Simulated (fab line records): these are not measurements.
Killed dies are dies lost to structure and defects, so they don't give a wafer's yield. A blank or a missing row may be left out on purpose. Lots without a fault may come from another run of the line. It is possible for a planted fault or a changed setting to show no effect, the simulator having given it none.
The tool behind it: which one?	flow nand_harc	at 1 step of a route of 1302, 6 lots with 18 wafers sampled

WHAT THE GAUGES SHOWED, per wafer
NHARC_A_CHANNEL_HOLE_D1_CD_MEAS_10: target cd 100 nm.
lot	measured	on	cd_nm (nm)
L374	day 9 05:17	cd_sem-03	100.4 99.6 100.3
L377	day 10 11:25	cd_sem-02	99.4 99.7 99.3
L380	day 11 17:55	cd_sem-02	99.7 99.6 99.6
L382	day 12 15:14	cd_sem-02	100.2 99.4 100.1
L384	day 13 04:55	cd_sem-02	100.1 99.3 98.9
L395	day 18 01:44	cd_sem-02	99.5 99.9 100.6

EACH LOT AND THE TOOL THAT RAN IT (in order: tool; ch and the chambers of the sampled wafers; start)
No process step before these readings appears in the record.

THE ANSWER, worked out from the rows above alone
Rule: what is usual is taken from the lots themselves. Put in order of their means at a reading, lots are off if they are a third of the lots or fewer, leave a main group of 4 or more, and stand apart from it by a gap of 3 or more times the standard deviation of the main group's means; of several such gaps the widest counts. A main group is skipped when, at the precision printed for the reading in the tables above, its means are all equal. Also off: a lot with no number at a reading for which 4 or more lots have one. Any other lot the step has rows for is counted as sound.
Across all readings shown, no lot is off: no conclusion can be drawn from this.

WHAT THE SIMULATOR PUT IN
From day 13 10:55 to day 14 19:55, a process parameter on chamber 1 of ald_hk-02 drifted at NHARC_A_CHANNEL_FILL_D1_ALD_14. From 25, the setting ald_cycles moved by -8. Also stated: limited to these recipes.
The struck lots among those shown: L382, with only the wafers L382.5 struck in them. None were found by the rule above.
